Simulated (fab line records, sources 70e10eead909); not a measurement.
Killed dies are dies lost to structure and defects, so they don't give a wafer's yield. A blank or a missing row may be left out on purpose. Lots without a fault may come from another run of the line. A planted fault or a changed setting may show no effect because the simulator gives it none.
fab line records | flow nand_harc
record lots=7 wafers=21 last_day=32
route steps=1302 shown A_BLC@1113 END@1302
lots that met no fault: from a run of the same line without faults
start_h: hours from the record's first day to the start of the lot's first wafer shown | wait_h: hours since the lot's step before | " the same as in the row above | L1.1+2: a row that stands for several wafers | - no value, or no start given | * or withheld: withheld | < > ~ a bound
route shown NAME@n: a module of which the file shows steps, and the number in the route of the first | usual: mean/standard deviation of fault-free wafers | same: alike in all rows | chamber/n: place in a boat | sites: the reading at each site | _std_site: their standard deviation | _edge_site: outer sites' mean less inner sites' | radius_mm: how far each site lies from the wafer's centre | mask NAME#n: copy n | behind: the tool/chamber that last shaped the wafer | hold: why the lot was held/for how many hours/how that ended | device: the transistor (n, p or np) that didn't switch | end of line: the same wafers' tests at the end of the route | a step without rows: its recipe alone | killed: dies lost to structure and defects at the first sort, not the wafer's yield | map: a wafer's dies, x killed, . not, _ none there
set.NAME: the setting as run; set.NAME@STEP: as run at that earlier step | model.NAME: the simulator's own value behind a step, which no gauge read
lots at some steps of the route; a table a step, a row a wafer
services: from which hour (start_h, from the record's first day; less than 0 if before it) a tool's chamber was out of use, for how many hours, and why
## steps
# step NHARC_A_BLC_EBR_06
# step NHARC_A_BLC_EXPOSE_07
# recipe na=1.35 target_cd_nm=100 dose_mj=67.97 mask_id=A_BLC
# step NHARC_A_BLC_PEB_08
# recipe peb_temp_c=100 peb_time_s=65
# step NHARC_A_BLC_DEVELOP_09
# recipe develop_time_s=35 dev_temp_c=23
# step NHARC_A_BLC_CD_MEAS_10
# recipe target_cd_nm=100 landing_energy_ev=500
# usual cd_nm=99.7/0.72
# columns lot.wafer tool chamber start_h wait_h cd_nm
L872.3 cd_sem-02 0 550.91 - 99.8
L872.4 " 0 " " 100.0
L872.6 " 0 " " 99.6
L873.1 cd_sem-03 0 561.90 - 99.6
L873.2 " 0 " " 98.9
L873.3 " 0 " " 99.1
L877.1 cd_sem-01 0 583.30 - 99.6
L877.3 " 0 " " 98.4
L877.5 " 0 " " 98.8
L876.1 cd_sem-02 0 587.30 - 99.1
L876.3 " 0 " " 99.6
L876.6 " 0 " " 100.3
L879.4 cd_sem-03 0 613.44 - 100.9
L879.5 " 0 " " 99.1
L879.6 " 0 " " 98.4
L883.1 cd_sem-01 0 661.05 - 100.0
L883.2 " 0 " " 99.5
L883.4 " 0 " " 100.2
L889.2 cd_sem-03 0 709.76 - 100.4
L889.3 " 0 " " 99.7
L889.6 " 0 " " 100.4
# step NHARC_A_BLC_OVL_MEAS_11
# usual overlay_x_nm=-0.2/0.78 overlay_y_nm=-0.1/0.85
# columns lot.wafer tool chamber start_h wait_h overlay_x_nm overlay_y_nm
L872.3 overlay-01 - 551.00 - 0.3 0.2
L872.4 " - " " 0.2 0.2
L872.6 " - " " 0.2 0.2
L873.1 overlay-02 - 561.99 - -1.4 -0.3
L873.2 " - " " -1.6 -0.7
L873.3 " - " " -1.6 -0.4
L877.1 overlay-02 - 583.39 - -0.8 0.6
L877.3 " - " " -0.6 0.2
L877.5 " - " " -0.4 0.0
L876.1 overlay-01 - 587.39 - 0.6 -0.1
L876.3 " - " " 0.7 -0.6
L876.6 " - " " 0.6 -0.9
L879.4 overlay-01 - 613.52 - -0.2 0.8
L879.5 " - " " 0.5 0.6
L879.6 " - " " 0.2 0.4
L883.1 overlay-02 - 661.14 - -0.3 -0.6
L883.2 " - " " -0.7 -0.7
L883.4 " - " " -0.8 -0.4
L889.2 overlay-01 - 709.85 - -0.2 1.8
L889.3 " - " " -0.5 2.0
L889.6 " - " " -0.2 1.7
# step NHARC_A_BLC_INSPECT_12
# usual raw_defect_count=84/35
# columns lot.wafer tool chamber start_h wait_h raw_defect_count
L872.3 defect_inspect-01 - 551.04 0.0 118
L872.4 " - " " 123
L872.6 " - " " 88
L873.1 defect_inspect-02 - 562.03 0.0 100
L873.2 " - " " 120
L873.3 " - " " 112
L877.1 defect_inspect-02 - 583.43 0.0 32
L877.3 " - " " 28
L877.5 " - " " 33
L876.1 defect_inspect-01 - 587.42 0.0 116
L876.3 " - " " 104
L876.6 " - " " 150
L879.4 defect_inspect-01 - 613.56 0.0 39
L879.5 " - " " 35
L879.6 " - " " 33
L883.1 defect_inspect-02 - 661.17 0.0 66
L883.2 " - " " 59
L883.4 " - " " 77
L889.2 defect_inspect-02 - 709.89 0.0 85
L889.3 " - " " 81
L889.6 " - " " 73
# step NHARC_A_BLC_DESCUM_15
# recipe time_s=3 o2_flow_sccm=200 ar_flow_sccm=0 bias_power_w=0 chemistry=O2
# usual drypump_motor_current_A=6.0/0.34 oes_product_au=1.005/0.012 rf_vpp_V=57.8/0.82 showerhead_plenum_p_Torr=1.87/0.075 throttle_valve_pct=11.312/0.0094
# columns lot.wafer tool chamber start_h wait_h drypump_motor_current_A oes_product_au rf_hours_counter_h rf_vpp_V showerhead_plenum_p_Torr throttle_valve_pct
L872.3 rie_diel-03 0 551.09 0.1 5.8 1.009 7 58.0 1.81 11.313
L872.4 " 1 " " 6.6 0.999 6 58.6 1.94 11.311
L872.6 " 0 " " 5.7 0.997 - 57.7 1.81 11.322
L873.1 rie_diel-03 3 562.09 0.1 6.2 0.981 8 57.2 1.91 11.314
L873.3 " 1 " " 6.6 0.995 7 58.3 1.94 11.314
L873.2 " 2 " " 6.0 1.005 7 57.0 1.80 11.303
L877.1 rie_diel-03 0 583.49 0.1 5.7 1.005 9 58.4 1.81 11.298
L877.3 " 2 " " 5.9 1.005 9 57.5 1.80 11.299
L877.5 " 1 " " 6.7 1.001 - 57.6 1.94 11.301
L876.1 rie_diel-09 0 587.48 0.1 6.0 1.016 5 57.8 1.79 11.297
L876.3 " 2 " " 6.1 1.006 4 58.5 1.86 11.311
L876.6 " 0 " " 6.0 1.013 - 56.4 1.79 11.310
L879.4 rie_diel-09 0 613.64 0.1 5.9 1.010 7 57.7 1.79 11.326
L879.5 " 1 " " 5.7 1.002 - 59.5 2.01 11.307
L879.6 " 2 " " 6.0 1.006 - 56.4 1.86 11.294
L883.1 rie_diel-09 3 661.24 0.1 6.1 1.008 10 59.2 1.84 11.310
L883.2 " 1 " " 5.7 1.026 9 58.6 2.01 11.301
L883.4 " 1 " " 5.7 0.999 - 58.0 2.01 11.329
L889.2 rie_diel-09 3 709.95 0.1 6.1 1.004 1 58.2 1.84 11.331
L889.3 " 2 " " 6.0 1.007 2 58.7 1.86 11.330
L889.6 " 0 " " 6.0 1.036 - 56.7 1.79 11.307
# step NHARC_A_BLC_ETCH_16
# recipe target_depth_a=390 over_etch_frac=0.3 time_s=65 ion_energy_ev=80 cf4_flow_sccm=150 ar_flow_sccm=0 rf_w=300 bias_w=100 chemistry=CF4
# usual drypump_motor_current_A=6.0/0.32 oes_product_au=1.004/0.011 rf_vpp_V=150.8/1.2 showerhead_plenum_p_Torr=1.74/0.065 throttle_valve_pct=13.284/0.0085
# columns lot.wafer tool chamber start_h wait_h drypump_motor_current_A oes_product_au rf_hours_counter_h rf_vpp_V showerhead_plenum_p_Torr throttle_valve_pct
L872.4 rie_diel-03 3 551.18 0.1 6.2 0.987 7 150.6 1.76 13.282
L872.3 " 0 " " 5.7 1.017 7 151.9 1.68 13.278
L872.6 " 0 " " 5.7 1.007 - 149.6 1.68 13.287
L873.1 rie_diel-03 3 562.17 0.1 6.2 0.989 8 152.0 1.76 13.307
L873.2 " 0 " " 5.7 1.016 8 149.8 1.68 13.287
L873.3 " 2 " " 5.9 1.010 7 149.7 1.67 13.277
L877.3 rie_diel-03 0 583.59 0.1 5.7 0.995 9 149.0 1.68 13.275
L877.1 " 1 " " 6.7 0.997 9 151.5 1.79 13.288
L877.5 " 2 " " 5.9 1.017 - 150.3 1.67 13.273
L876.1 rie_diel-09 2 587.58 0.1 6.0 0.991 4 149.5 1.72 13.285
L876.3 " 0 " " 6.0 1.022 5 150.9 1.66 13.278
L876.6 " 1 " " 5.7 1.005 - 153.5 1.86 13.299
L879.4 rie_diel-09 1 613.72 0.1 5.7 1.016 6 151.9 1.85 13.281
L879.6 " 2 " " 6.0 1.017 - 150.5 1.72 13.285
L879.5 " 3 " " 6.1 1.017 - 150.6 1.71 13.286
L883.1 rie_diel-09 0 661.34 0.1 5.9 0.998 10 151.0 1.66 13.280
L883.2 " 1 " " 5.7 1.007 9 152.2 1.85 13.292
L883.4 " 3 " " 6.1 1.003 - 150.7 1.71 13.296
L889.3 rie_diel-09 2 710.03 0.1 6.0 1.003 2 151.2 1.72 13.275
L889.2 " 3 " " 6.1 1.001 1 151.2 1.71 13.277
L889.6 " 2 " " 6.0 1.004 - 150.0 1.72 13.277
# step NHARC_A_BLC_ETCH_17
# recipe target_depth_a=3900 over_etch_frac=0.25 time_s=609.38 ion_energy_ev=200 n2_flow_sccm=150 h2_flow_sccm=150 ar_flow_sccm=0 rf_w=400 bias_w=150 chemistry=N2/H2
# usual drypump_motor_current_A=6.0/0.35 oes_product_au=1.005/0.011 rf_vpp_V=429.3/2.4 showerhead_plenum_p_Torr=2.00/0.084 throttle_valve_pct=14.171/0.0087
# columns lot.wafer tool chamber start_h wait_h drypump_motor_current_A oes_product_au rf_hours_counter_h rf_vpp_V showerhead_plenum_p_Torr throttle_valve_pct
L872.3 rie_diel-03 2 - - 5.9 1.012 7 426.9 1.91 14.172
L872.4 " 0 " " 5.7 1.005 7 427.6 1.92 14.180
L872.6 " 1 " " 6.6 0.996 - 432.8 2.07 14.167
L873.2 rie_diel-03 3 - - 6.2 0.977 8 430.2 2.03 14.178
L873.1 " 1 " " 6.7 1.008 7 432.0 2.07 14.172
L873.3 " 2 " " 5.9 1.017 7 427.1 1.91 14.150
L877.1 rie_diel-03 3 - - 6.2 0.990 10 430.2 2.03 14.189
L877.3 " 0 " " 5.7 1.004 10 427.3 1.92 14.166
L877.5 " 2 " " 5.9 0.999 - 427.6 1.91 14.176
L876.1 rie_diel-09 2 - - 6.1 1.003 4 429.0 1.98 14.180
L876.3 " 3 " " 6.1 0.997 4 428.3 1.96 14.172
L876.6 " 1 " " 5.7 0.993 - 432.5 2.15 14.168
L879.4 rie_diel-09 2 - - 6.0 1.026 6 428.0 1.98 14.165
L879.6 " 1 " " 5.7 1.010 - 435.0 2.15 14.171
L879.5 " 2 " " 6.1 1.022 - 428.6 1.98 14.158
L883.2 rie_diel-09 1 - - 5.7 1.011 9 432.6 2.15 14.168
L883.1 " 0 " " 6.0 1.007 10 426.9 1.90 14.176
L883.4 " 1 " " 5.7 1.013 - 433.3 2.15 14.163
L889.3 rie_diel-09 1 - - 5.7 1.003 2 432.6 2.15 14.186
L889.2 " 0 " " 6.0 1.018 2 427.8 1.90 14.170
L889.6 " 2 " " 6.0 1.013 - 428.3 1.98 14.165
# step NHARC_A_BLC_ETCH_18
# recipe target_depth_a=9100 c4f8_flow_sccm=20 o2_flow_sccm=10 ar_flow_sccm=withheld rf_w=600 bias_w=1500 chemistry=C4F8/O2/Ar
# usual oes_product_au=0.952/0.025 rf_vpp_V=975/5.2
# columns lot.wafer tool chamber start_h wait_h oes_product_au rf_hours_counter_h rf_vpp_V
L872.4 rie_diel-03 3 - - 0.925 7 977
L872.3 " 0 " " 0.934 7 971
L872.6 " 0 " " 0.933 - 971
L873.1 rie_diel-03 2 - - 0.930 7 971
L873.3 " 3 " " 0.907 8 978
L873.2 " 0 " " 0.933 8 970
L877.3 rie_diel-03 1 - - 0.919 9 979
L877.1 " 2 " " 0.948 9 970
L877.5 " 1 " " 0.929 - 980
L876.3 rie_diel-09 3 - - 0.924 5 973
L876.1 " 0 " " 0.946 5 970
L876.6 " 0 " " 0.945 - 971
L879.4 rie_diel-09 2 - - 0.972 6 974
L879.5 " 3 " " 0.973 - 973
L879.6 " 0 " " 1.000 - 969
L883.1 rie_diel-09 1 - - 0.938 10 984
L883.2 " 0 " " 0.918 10 970
L883.4 " 3 " " 0.931 - 973
L889.2 rie_diel-09 3 - - 0.923 1 974
L889.3 " 0 " " 0.942 2 969
L889.6 " 3 " " 0.931 - 974
# step NHARC_A_BLC_CD_MEAS_19
# usual cd_nm=99.9/2.8
# columns lot.wafer tool chamber start_h wait_h cd_nm
L872.3 cd_sem-01 - 552.07 - 101.9
L872.4 " - " " 99.2
L872.6 " - " " 101.7
L873.1 cd_sem-02 - 563.05 - 103.6
L873.2 " - " " 103.7
L873.3 " - " " 103.4
L877.1 cd_sem-01 - 584.46 - 103.0
L877.3 " - " " 98.3
L877.5 " - " " 99.2
L876.1 cd_sem-02 - 588.45 - 99.6
L876.3 " - " " 99.1
L876.6 " - " " 100.5
L879.4 cd_sem-02 - 614.59 - 97.0
L879.5 " - " " 96.1
L879.6 " - " " 97.9
L883.1 cd_sem-01 - 662.39 - 99.2
L883.2 " - " " 101.0
L883.4 " - " " 98.0
L889.2 cd_sem-03 - 710.92 - 100.0
L889.3 " - " " 105.6
L889.6 " - " " 97.0
# step NHARC_A_BLC_STRIP_29
# recipe cf4_flow_sccm=150 ar_flow_sccm=0 bias_w=0 chemistry=CF4
# usual bias_w=0/0 cf4_flow_sccm=150.0/0.43 drypump_motor_current_A=6.0/0.39 oes_product_au=1.002/0.014 rf_vpp_V=59.3/0.93 showerhead_plenum_p_Torr=1.74/0.059 throttle_valve_pct=13.284/0.009
# columns lot.wafer tool chamber start_h wait_h bias_w cf4_flow_sccm drypump_motor_current_A oes_product_au rf_hours_counter_h rf_vpp_V showerhead_plenum_p_Torr throttle_valve_pct
L872.3 rie_diel-09 2 552.14 0.1 0 149.3 6.0 0.998 2 58.6 1.72 13.286
L872.4 " 1 " " 0 149.7 5.7 1.004 2 60.6 1.85 13.281
L872.6 " 2 " " 0 149.7 6.1 1.003 - 59.4 1.72 13.298
L873.3 rie_diel-09 1 563.13 0.1 - - - - - - - -
L873.2 " 2 " " - - - - - - - -
L873.1 " 0 " " - - - - - - - -
L877.3 rie_diel-03 1 584.54 0.1 - - - - - - - -
L877.1 " 0 " " - - - - - - - -
L877.5 " 2 " " - - - - - - - -
L876.3 rie_diel-03 2 588.53 0.1 - - - - - - - -
L876.1 " 3 " " - - - - - - - -
L876.6 " 3 " " - - - - - - - -
L879.4 rie_diel-03 2 614.69 0.1 0 150.1 5.9 1.022 11 57.8 1.67 13.298
L879.5 " 3 " " 0 149.6 6.2 0.992 - 59.6 1.76 13.300
L879.6 " 0 " " 0 149.9 5.7 1.006 - 57.9 1.68 13.301
L883.2 rie_diel-07 3 662.46 0.1 0 149.9 5.0 1.004 1 59.8 1.74 13.280
L883.4 " 0 " " 0 150.5 5.5 0.983 1 58.6 1.82 13.278
L883.1 " 1 " " 0 150.1 6.3 1.012 1 58.6 1.79 13.284
L889.2 rie_diel-03 1 711.00 0.1 0 150.4 6.7 0.984 6 59.6 1.79 13.282
L889.3 " 2 " " 0 149.7 5.9 1.004 5 59.4 1.67 13.274
L889.6 " 1 " " 0 150.3 6.6 0.991 - 59.6 1.79 13.286
# step NHARC_A_BLC_STRIP_21
# recipe o2_flow_sccm=500 ar_flow_sccm=0 bias_w=0 chemistry=O2
# usual chamber_pressure_mTorr=60.00/0.055 drypump_motor_current_A=6.0/0.39 oes_product_au=1.003/0.012 rf_vpp_V=57.7/0.92 showerhead_plenum_p_Torr=3.46/0.11 throttle_valve_pct=17.036/0.0074
# same bias_w=0
# columns lot.wafer tool chamber start_h wait_h chamber_pressure_mTorr drypump_motor_current_A oes_product_au rf_hours_counter_h rf_vpp_V showerhead_plenum_p_Torr throttle_valve_pct
L872.3 rie_diel-09 2 552.25 0.1 60.00 6.0 1.008 2 57.8 3.43 17.044
L872.4 " 3 " " 59.93 6.1 1.005 3 57.4 3.41 17.035
L872.6 " 1 " " 60.00 5.7 1.004 - 59.5 3.70 17.026
L873.2 rie_diel-09 1 563.23 0.1 59.98 5.7 1.005 3 57.4 3.70 17.024
L873.1 " 2 " " 60.05 6.0 1.012 3 58.5 3.43 17.025
L873.3 " 3 " " 59.99 6.1 0.989 3 58.1 3.41 17.032
L877.3 rie_diel-03 2 584.66 0.1 60.03 5.9 1.023 9 58.5 3.33 17.038
L877.1 " 3 " " 59.99 6.2 0.991 10 57.2 3.52 17.031
L877.5 " 1 " " 59.90 6.6 1.005 - 56.0 3.57 17.038
L876.1 rie_diel-03 3 588.64 0.1 60.06 6.2 1.003 10 57.5 3.52 17.035
L876.3 " 1 " " 59.97 6.7 0.993 9 56.2 3.57 17.030
L876.6 " 3 " " 60.05 6.2 0.993 - 57.9 3.52 17.039
L879.4 rie_diel-03 2 614.79 0.1 60.02 6.0 1.004 11 54.6 3.33 17.015
L879.5 " 3 " " 59.97 6.2 0.989 - 58.1 3.52 17.028
L879.6 " 0 " " 60.07 5.7 0.997 - 57.4 3.34 17.029
L883.4 rie_diel-07 2 662.57 0.1 60.03 6.2 1.000 1 57.7 3.41 17.043
L883.1 " 3 " " 60.07 5.0 1.005 1 58.2 3.47 17.036
L883.2 " 1 " " 60.04 6.3 1.012 1 57.3 3.57 17.031
L889.2 rie_diel-03 1 711.12 0.1 60.04 6.7 0.985 6 58.7 3.57 17.022
L889.3 " 2 " " 59.95 6.0 1.011 5 58.1 3.33 17.037
L889.6 " 0 " " 60.00 5.7 0.993 - 56.4 3.34 17.036
# step NHARC_END_SORT_01
# recipe temp_c=25
# usual killed_at_array=55/17 killed_at_other=0.9/1.2 killed_at_periphery=3.7/2.5 killed_dies=59/18 killed_open=3.4/1.9 killed_short=2.6/1.6
# same gross_dies=677
# columns lot.wafer tool chamber start_h wait_h killed_at_array killed_at_other killed_at_periphery killed_dies killed_open killed_short
L876.1 prober-01 0 639.43 2.5 70 1 2 73 6 2
L876.3 prober-01 0 641.04 3.1 74 0 1 75 4 2
L876.6 prober-01 0 643.45 4.0 91 0 4 95 4 3
L877.1 prober-02 0 643.59 2.5 30 2 3 35 4 2
L877.3 prober-02 0 645.18 3.1 27 0 4 31 4 5
L879.4 prober-02 0 667.90 3.4 42 0 4 46 6 2
L879.5 prober-02 0 668.71 3.7 34 0 6 40 5 3
L879.6 prober-02 0 669.51 4.0 26 0 7 33 3 3
L883.1 prober-01 0 704.93 2.5 49 0 5 54 2 2
L883.2 prober-01 0 705.72 2.8 43 0 5 48 3 2
L883.4 prober-01 0 707.31 3.4 62 0 3 65 7 6
# killed by level:class
L876.1 A_CHANNEL_HOLE_D1:chamber_film_flake=33 A_SLIT:chamber_film_flake=17 A_CHANNEL_HOLE_D2:chamber_film_flake=6 A_BONDPAD:chamber_film_flake=4 A_DECK1_JOINT:geometric_particle:short=2 A_M0:geometric_particle:open=2 P_GATE:chamber_film_flake=2 A_CHANNEL_FILL_D1:geometric_particle:open=1
L876.3 A_CHANNEL_HOLE_D1:chamber_film_flake=32 A_SLIT:chamber_film_flake=15 A_CHANNEL_HOLE_D2:chamber_film_flake=11 A_SGD_CUT:chamber_film_flake=4 A_BONDPAD:chamber_film_flake=3 P_M2:geometric_particle:open=1 A_ONON_D1:geometric_particle:short=1 A_WL_FILL:geometric_particle:open=1
L876.6 A_CHANNEL_HOLE_D1:chamber_film_flake=32 A_SLIT:chamber_film_flake=32 A_CHANNEL_HOLE_D2:chamber_film_flake=10 A_SGD_CUT:chamber_film_flake=4 P_GATE:chamber_film_flake=3 A_DECK1_JOINT:geometric_particle:open=2 A_STAIRCASE:chamber_film_flake=2 A_BONDPAD:chamber_film_flake=2
L877.1 A_CHANNEL_HOLE_D2:chamber_film_flake=16 A_STAIRCASE:chamber_film_flake=5 P_M0:geometric_particle:open=2 A_CHANNEL_HOLE_D1:chamber_film_flake=2 THIN_TSV:chamber_film_flake=2 A_SLIT:geometric_particle:short=1 A_WL_FILL:geometric_particle:open=1 A_BLC:geometric_particle:short=1
L877.3 A_CHANNEL_HOLE_D2:chamber_film_flake=11 P_CONTACT:geometric_particle:open=2 A_CONTACT:geometric_particle:short=2 A_CHANNEL_FILL_D2:chamber_film_flake=2 A_STAIRCASE:chamber_film_flake=2 A_SLIT:chamber_film_flake=2 A_BONDPAD:chamber_film_flake=2 P_M0:geometric_particle:open=1
L879.4 A_CHANNEL_HOLE_D2:chamber_film_flake=15 A_STAIRCASE:chamber_film_flake=7 A_CHANNEL_HOLE_D1:chamber_film_flake=5 P_M1:geometric_particle:open=2 A_ZERO_WELL:chamber_film_flake=2 A_CHANNEL_FILL_D1:chamber_film_flake=2 A_SLIT:chamber_film_flake=2 A_WL_FILL:chamber_film_flake=2
L879.5 A_CHANNEL_HOLE_D2:chamber_film_flake=13 A_CHANNEL_HOLE_D1:chamber_film_flake=9 P_CONTACT:geometric_particle:open=3 A_WL_FILL:chamber_film_flake=3 A_CHANNEL_FILL_D1:geometric_particle:open=2 A_ZERO_WELL:chamber_film_flake=2 P_GATE:geometric_particle:short=1 A_CHANNEL_FILL_D1:geometric_particle:short=1
L879.6 A_CHANNEL_HOLE_D2:chamber_film_flake=12 A_ZERO_WELL:chamber_film_flake=5 P_ZERO_WELL:chamber_film_flake=3 A_CHANNEL_HOLE_D1:chamber_film_flake=3 A_STAIRCASE:chamber_film_flake=2 P_GATE:geometric_particle:short=1 P_M2:geometric_particle:open=1 A_CHANNEL_FILL_D1:geometric_particle:open=1
L883.1 A_CHANNEL_HOLE_D1:chamber_film_flake=29 A_STAIRCASE:chamber_film_flake=8 A_CONTACT:chamber_film_flake=6 P_CONTACT:chamber_film_flake=2 P_M0:geometric_particle:open=1 A_ONON_D1:geometric_particle:short=1 A_ONON_D2:geometric_particle:open=1 A_CHANNEL_FILL_D2:geometric_particle:short=1
L883.2 A_CHANNEL_HOLE_D1:chamber_film_flake=27 A_CONTACT:chamber_film_flake=5 A_STAIRCASE:chamber_film_flake=4 P_CONTACT:chamber_film_flake=3 A_SLIT:chamber_film_flake=2 P_CONTACT:geometric_particle:open=1 P_M0:geometric_particle:open=1 A_ONON_D2:geometric_particle:short=1
L883.4 A_CHANNEL_HOLE_D1:chamber_film_flake=39 A_CONTACT:chamber_film_flake=5 A_SLIT:chamber_film_flake=3 A_CHANNEL_HOLE_D1:geometric_particle:open=2 A_WL_FILL:geometric_particle:short=2 P_M0:geometric_particle:short=1 P_M0:geometric_particle:open=1 A_DECK1_JOINT:geometric_particle:short=1
## services
# columns tool chamber start_h hours kind
rie_diel-09 0 530.81 - clean
rie_diel-09 1 530.81 - clean
rie_diel-09 2 530.81 - clean
rie_diel-09 3 530.81 - clean
rie_diel-09 3 533.60 1.4 repair
rie_diel-03 0 540.80 - clean
rie_diel-03 1 540.80 - clean
rie_diel-03 2 540.80 - clean
rie_diel-03 3 540.80 - clean
rie_diel-09 0 555.31 - clean
rie_diel-09 1 555.31 - clean
rie_diel-09 2 555.31 - clean
rie_diel-09 3 555.31 - clean
rie_diel-03 0 565.55 - clean
rie_diel-03 1 565.55 - clean
rie_diel-07 3 594.49 7.4 repair
rie_diel-09 2 624.18 10.4 repair
rie_diel-03 - 635.30 9.0 pm
rie_diel-09 2 644.35 24.0 repair
rie_diel-07 - 648.41 9.0 pm
rie_diel-07 - 670.46 0.1 repair
rie_diel-09 - 674.31 9.0 pm
rie_diel-09 3 695.57 12.7 repair
rie_diel-03 0 702.93 3.4 repair
## key
first_sign step=NHARC_A_BLC_STRIP_29 reading=tool_record direction=missing
effect none on later readings
met_at NHARC_A_BLC_STRIP_29
struck_wafers L873.1,L873.2,L873.3,L876.1,L876.3,L876.6,L877.1,L877.3,L877.5
tester_left_out L873,L876,L877
onset_between 552.14 563.13
fault kind=skipped_step_whole tool=rie_diel-03,rie_diel-09 chamber=- onset_h=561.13 steps=NHARC_A_BLC_STRIP_29 scope=struck_lots_only
# tester_left_out: of these lots the tester's yield and bins aren't shown, on N5 and GAA mostly nor the transistor test; their killed dies are dies lost to structure and defects alone, not to doping, threshold or leakage, so they don't give the yield
